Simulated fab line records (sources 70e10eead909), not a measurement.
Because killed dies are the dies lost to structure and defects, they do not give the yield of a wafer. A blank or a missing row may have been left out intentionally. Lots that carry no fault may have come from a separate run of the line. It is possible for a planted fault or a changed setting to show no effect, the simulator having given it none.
Chamber matching + flow nand_harc + rie_diel-03 running NHARC_P_GATE_DESCUM_13: 4 sister chambers
The step chemistry O2, time 3 s. 18 wafers are shown with their chamber, then 9 later ones without.

## WAFERS WITH THEIR CHAMBER
| wafer  | chamber | showerhead_plenum_p_Torr (Torr) | drypump_motor_current_A (A) | oes_product_au (a.u.) |
|--------|---------|---------------------------------|-----------------------------|-----------------------|
| L538.2 | 1       | 1.80                            | 6.0                         | 0.981                 |
| L538.4 | 0       | 1.91                            | 5.9                         | 1.005                 |
| L538.5 | 3       | 1.87                            | 6.7                         | 0.986                 |
| L540.2 | 3       | 1.87                            | 6.7                         | 0.961                 |
| L540.3 | 1       | 1.80                            | 6.0                         | 0.988                 |
| L540.5 | 1       | 1.80                            | 6.0                         | 0.994                 |
| L541.2 | 3       | 1.87                            | 6.7                         | 0.973                 |
| L541.3 | 1       | 1.80                            | 6.0                         | 0.987                 |
| L541.6 | 2       | 2.03                            | 5.5                         | 0.980                 |
| L548.1 | 2       | 2.03                            | 5.6                         | 0.978                 |
| L548.4 | 0       | 1.91                            | 5.9                         | 0.985                 |
| L548.6 | 1       | 1.80                            | 6.0                         | 0.985                 |
| L555.1 | 1       | 1.80                            | 6.0                         | 0.999                 |
| L555.2 | 2       | 2.03                            | 5.5                         | 0.991                 |
| L555.6 | 0       | 1.91                            | 5.9                         | 1.005                 |
| L556.1 | 3       | 1.87                            | 6.7                         | 0.987                 |
| L556.4 | 2       | 2.02                            | 5.5                         | 0.981                 |
| L556.6 | 1       | 1.80                            | 6.0                         | 0.995                 |

SIGNATURES, as means of the wafers listed above
| reading                  | chamber 0 | chamber 1 | chamber 2 | chamber 3 | scatter within a chamber |
|--------------------------|-----------|-----------|-----------|-----------|--------------------------|
| showerhead_plenum_p_Torr | 1.9100    | 1.8000    | 2.0275    | 1.8700    | 0.00231                  |
| drypump_motor_current_A  | 5.900     | 6.000     | 5.525     | 6.700     | 0.0231                   |
| oes_product_au           | 0.99833   | 0.98986   | 0.98250   | 0.97675   | 0.00871                  |
Rule: distance of a wafer from a chamber = root of the sum over the readings of ((wafer's reading minus chamber's mean) / reading's scatter) squared. If the next closest chamber is less than 2 further off than the closest, the wafer can't be placed; otherwise it belongs to the closest. The scatter is the square root of a quotient: the sum, over the shown wafers, of each reading's squared deviation from its chamber's mean, divided by wafers minus chambers.

## WAFERS WITH NO CHAMBER GIVEN
| wafer  | showerhead_plenum_p_Torr (Torr) | drypump_motor_current_A (A) | oes_product_au (a.u.) |
|--------|---------------------------------|-----------------------------|-----------------------|
| L557.1 | 1.80                            | 6.0                         | 0.996                 |
| L557.3 | 2.02                            | 5.5                         | 0.996                 |
| L557.6 | 2.02                            | 5.5                         | 0.991                 |
| L558.2 | 1.87                            | 6.7                         | 0.980                 |
| L558.4 | 2.02                            | 5.5                         | 1.007                 |
| L558.5 | 1.86                            | 6.6                         | 0.991                 |
| L559.2 | 1.91                            | 5.9                         | 1.003                 |
| L559.4 | 1.80                            | 6.0                         | 1.003                 |
| L559.6 | 1.91                            | 5.9                         | 1.012                 |

## EACH ONE'S CHAMBER
| wafer  | from the rows above | in truth |
|--------|---------------------|----------|
| L557.1 | 1                   | 1        |
| L557.3 | 2                   | 2        |
| L557.6 | 2                   | 2        |
| L558.2 | 3                   | 3        |
| L558.4 | 2                   | 2        |
| L558.5 | 3                   | 3        |
| L559.2 | 0                   | 0        |
| L559.4 | 1                   | 1        |
| L559.6 | 0                   | 0        |
Correctly placed: 9 of 9. Left unplaced by these rows: 0. Number placed wrongly: 0.
